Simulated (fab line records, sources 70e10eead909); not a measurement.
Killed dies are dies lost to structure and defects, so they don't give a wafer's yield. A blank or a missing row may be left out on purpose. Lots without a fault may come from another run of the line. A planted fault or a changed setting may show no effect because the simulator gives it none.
Which tool did it? | flow nand_harc | 13 lots, 39 wafers sampled, at 5 steps of a route of 1302

WHAT THE GAUGES READ, wafer by wafer
NHARC_END_SORT_01. Usual: defect_limited_yield 91 %, standard deviation 3; killed_at_array 56, standard deviation 20; killed_at_other 1, standard deviation 1.3; killed_at_periphery 3.5, standard deviation 2.7; killed_dies 60, standard deviation 20; killed_open 3.3, standard deviation 1.6; killed_short 2.4, standard deviation 1.5.
lot  | measured     | on        | defect_limited_yield (%) | killed_at_array | killed_at_other | killed_at_periphery | killed_dies | killed_open | killed_short | flag
L108 | day 25 04:04 | prober-02 | 87 87 90                 | 82 81 59        | 0 0 0           | 3 8 8               | 85 89 67    | 5 2 2       | 2 3 2        |
L111 | day 26 10:28 | prober-02 | 95 91 91                 | 35 61 57        | 0 0 1           | 1 3 1               | 36 64 59    | 5 5 3       | 2 3 2        |
L112 | day 26 19:40 | prober-01 | 92 92 91                 | 49 46 59        | 0 1 0           | 6 5 2               | 55 52 61    | 4 5 3       | 0 3 6        |
L113 | day 27 01:59 | prober-02 | 91 93 91                 | 57 43 57        | 0 2 2           | 5 5 4               | 62 50 63    | 5 4 4       | 1 4 0        |
L116 | day 28 07:16 | prober-02 | 92 90 94                 | 52 58 42        | 2 5 0           | 1 6 2               | 55 69 44    | 6 5 4       | 2 2 2        |
L117 | day 28 07:12 | prober-01 | 90 94 90                 | 67 40 62        | 0 0 0           | 1 1 3               | 68 41 65    | 2 1 4       | 3 3 4        |
L118 | day 29 06:25 | prober-02 | 92 90 92                 | 48 65 45        | 2 0 1           | 3 1 5               | 53 66 51    | 3 3 6       | 2 2 6        |
L119 | day 29 05:33 | prober-01 | 86 88 88                 | 88 74 73        | 0 1 0           | 7 9 7               | 95 84 80    | 3 4 2       | 4 1 1        |
L124 | day 31 10:31 | prober-02 | 96 95 95                 | 26 31 27        | 0 0 0           | 1 2 4               | 27 33 31    | 2 3 4       | 1 5 2        |
L125 | day 32 04:40 | prober-01 | 88 88 88                 | 75 73 80        | 2 4 1           | 6 4 0               | 83 81 81    | 4 0 3       | 2 1 2        |
L126 | day 32 04:37 | prober-02 | 93 93 94                 | 41 37 32        | 1 2 0           | 5 6 8               | 47 45 40    | 4 3 2       | 3 3 0        |
L128 | day 33 04:02 | prober-01 | 92 91 92                 | 50 56 55        | 0 2 0           | 1 2 2               | 51 60 57    | 3 8 4       | 0 3 3        |
L129 | day 33 13:04 | prober-01 | 98 97 97                 | 12 15 16        | 1 2 3           | 1 2 2               | 14 19 21    | 3 5 4       | 1 2 3        |

WHICH TOOL RAN EACH LOT (tool, then ch and the chambers of the sampled wafers, then the start)
lot  | NHARC_P_CONTACT_DEGAS_38     | NHARC_P_CONTACT_CMP_24        | NHARC_P_M0_STRIP_19                 | NHARC_P_M0_PRE_CLEAN_31
L108 | pvd_sputter-03, day 6 23:10  | cmp-03 ch 1,2, day 7 00:16    | wet_bench-09 ch 5,6,7, day 7 02:17  | pecvd-04 ch 0,1,2, day 7 04:09
L111 | pvd_sputter-03, day 8 01:02  | cmp-02 ch 0,2,3, day 8 02:08  | wet_bench-01 ch 0,1,5, day 8 04:09  | pecvd-04 ch 1,2, day 8 06:04
L112 | pvd_sputter-01, day 8 06:50  | cmp-02 ch 0,1,3, day 8 07:58  | wet_bench-06 ch 0,3,7, day 8 10:05  | pecvd-01 ch 0,1, day 8 11:59
L113 | pvd_sputter-03, day 8 20:18  | cmp-03 ch 0,2,3, day 8 21:41  | wet_bench-09 ch 1,2,4, day 8 23:49  | pecvd-01 ch 0,1,2, day 9 01:44
L116 | pvd_sputter-02, day 10 09:31 | cmp-03 ch 1,2,3, day 10 10:41 | wet_bench-06 ch 0,2,4, day 10 12:38 | pecvd-01 ch 1,2, day 10 14:41
L117 | pvd_sputter-02, day 10 10:47 | cmp-02 ch 1,2,3, day 10 11:53 | wet_bench-09 ch 1,3,6, day 10 14:01 | pecvd-01 ch 0,2, day 10 15:55
L118 | pvd_sputter-02, day 10 20:14 | cmp-03 ch 0,2,3, day 10 21:23 | wet_bench-01 ch 0,2,3, day 10 23:28 | pecvd-04 ch 0,2, day 11 01:20
L119 | pvd_sputter-01, day 11 10:44 | cmp-03 ch 0,1,2, day 11 11:51 | wet_bench-01 ch 1,3,7, day 11 13:58 | pecvd-01 ch 0,1, day 11 15:51
L124 | pvd_sputter-02, day 13 08:15 | cmp-01 ch 0,2,3, day 13 09:21 | wet_bench-06 ch 0,2,7, day 13 11:31 | pecvd-04 ch 0,1,2, day 13 13:25
L125 | pvd_sputter-01, day 14 01:05 | cmp-01 ch 0,1, day 14 02:09   | wet_bench-01 ch 4,5,7, day 14 04:18 | pecvd-02 ch 0,1, day 14 06:13
L126 | pvd_sputter-02, day 14 06:14 | cmp-03 ch 0,2, day 14 07:18   | wet_bench-09 ch 0,3,7, day 14 09:28 | pecvd-02 ch 1,2, day 14 11:54
L128 | pvd_sputter-01, day 15 05:51 | cmp-01 ch 0,1,3, day 15 06:57 | wet_bench-01 ch 4,5,7, day 15 09:16 | pecvd-04 ch 0,1,2, day 15 11:10
L129 | pvd_sputter-01, day 15 13:38 | cmp-01 ch 0,3, day 15 14:44   | wet_bench-01 ch 0,1,7, day 15 16:53 | pecvd-01 ch 1,2, day 15 18:47
- NHARC_P_CONTACT_DEGAS_38: time 60 s.
- NHARC_P_CONTACT_CMP_24: polishes, t overpolish 30 s, target thk 200 nm.
- NHARC_P_M0_STRIP_19: strips in post etch residue remover, time 600 s.
- NHARC_P_M0_PRE_CLEAN_31: time 12 s.

WHAT THE TOOLS THEMSELVES READ (means of the sampled wafers that have a number; where no wafer has one, the mark that the record gives instead)
NHARC_P_CONTACT_DEGAS_38. Usual: heater_power_w 475 W, standard deviation 56.
lot  | tool           | heater_power_w (W) | flag
L108 | pvd_sputter-03 | 459                |
L111 | pvd_sputter-03 | 506                |
L112 | pvd_sputter-01 | 473                |
L113 | pvd_sputter-03 | 478                |
L116 | pvd_sputter-02 | 540                |
L117 | pvd_sputter-02 | 465                |
L118 | pvd_sputter-02 | 467                |
L119 | pvd_sputter-01 | 456                |
L124 | pvd_sputter-02 | 533                |
L125 | pvd_sputter-01 | 526                |
L126 | pvd_sputter-02 | 473                |
L128 | pvd_sputter-01 | 483                |
L129 | pvd_sputter-01 | 462                |

NHARC_P_CONTACT_CMP_24. Usual: motor_current_A 12.2 A, standard deviation 1; overpolish_run_s 29.999 s, standard deviation 0.0091; retaining_ring_pressure_frac 0.999, standard deviation 0.0049; time_to_endpoint_s 40.4 s, standard deviation 2.6.
lot  | tool   | motor_current_A (A) | overpolish_run_s (s) | retaining_ring_pressure_frac | time_to_endpoint_s (s) | flag
L108 | cmp-03 | 11.3                | 29.993               | 0.998                        | 40.7                   |
L111 | cmp-02 | 13.3                | 29.998               | 0.999                        | 40.2                   |
L112 | cmp-02 | 12.8                | 30.000               | 0.999                        | 39.6                   |
L113 | cmp-03 | 12.2                | 30.004               | 1.001                        | 39.6                   |
L116 | cmp-03 | 11.8                | 29.995               | 0.998                        | 43.1                   |
L117 | cmp-02 | 12.4                | 30.004               | 0.999                        | 43.5                   |
L118 | cmp-03 | 12.0                | 29.991               | 1.000                        | 41.6                   |
L119 | cmp-03 | 11.7                | 30.003               | 1.000                        | 41.7                   |
L124 | cmp-01 | 11.0                | 30.000               | 1.003                        | 38.7                   |
L125 | cmp-01 | 12.6                | 29.999               | 0.999                        | 42.4                   |
L126 | cmp-03 | 11.8                | 29.999               | 1.003                        | 37.5                   |
L128 | cmp-01 | 12.5                | 30.005               | 0.997                        | 36.3                   |
L129 | cmp-01 | 12.2                | 29.999               | 0.995                        | 38.4                   |

NHARC_P_M0_STRIP_19. Usual: bath_heat_duty_pct 12.9 %, standard deviation 1.6; run_length_s 603.4 s, standard deviation 1.1.
lot  | tool         | bath_heat_duty_pct (%) | run_length_s (s) | flag
L108 | wet_bench-09 | 11.8                   | 603.1            |
L111 | wet_bench-01 | 13.2                   | 603.1            |
L112 | wet_bench-06 | 14.8                   | 603.5            |
L113 | wet_bench-09 | 13.0                   | 604.5            |
L116 | wet_bench-06 | -                      | -                | OFF
L117 | wet_bench-09 | -                      | -                | OFF
L118 | wet_bench-01 | -                      | -                | OFF
L119 | wet_bench-01 | 12.6                   | 603.0            |
L124 | wet_bench-06 | 14.5                   | 603.5            |
L125 | wet_bench-01 | 13.6                   | 603.7            |
L126 | wet_bench-09 | 12.2                   | 602.7            |
L128 | wet_bench-01 | 12.9                   | 603.8            |
L129 | wet_bench-01 | 14.2                   | 603.3            |

NHARC_P_M0_PRE_CLEAN_31. Usual: heater_power_w 579 W, standard deviation 59.
lot  | tool     | heater_power_w (W) | flag
L108 | pecvd-04 | 607                |
L111 | pecvd-04 | 592                |
L112 | pecvd-01 | 564                |
L113 | pecvd-01 | 569                |
L116 | pecvd-01 | 556                |
L117 | pecvd-01 | 576                |
L118 | pecvd-04 | 534                |
L119 | pecvd-01 | 597                |
L124 | pecvd-04 | 609                |
L125 | pecvd-02 | 644                |
L126 | pecvd-02 | 568                |
L128 | pecvd-04 | 607                |
L129 | pecvd-01 | 589                |

THE ANSWER, worked out from the rows above alone
Rule: a lot is off if the mean of its wafers that have a number lies more than 3 standard deviations from the usual mean. A lot without any number at a reading at which 4 lots or more have one is off too. The other lots that the step has rows for count as sound. The gauges are gone through in route order, then the tools' own readings, and for those a lot's mean is taken as printed above. The first step at which some lot is off is used, and at that step the reading that is off furthest; a lot without a number counts as furthest.
Off: L116, L117, L118, at NHARC_P_M0_STRIP_19 (bath_heat_duty_pct). Without a number there: L116, L117, L118.
A tool fits if, at that step or a process step before it, it ran every lot that is off, and no sound lot after the first of them. None of those tried fits.

WHAT THE SIMULATOR HAD PUT IN
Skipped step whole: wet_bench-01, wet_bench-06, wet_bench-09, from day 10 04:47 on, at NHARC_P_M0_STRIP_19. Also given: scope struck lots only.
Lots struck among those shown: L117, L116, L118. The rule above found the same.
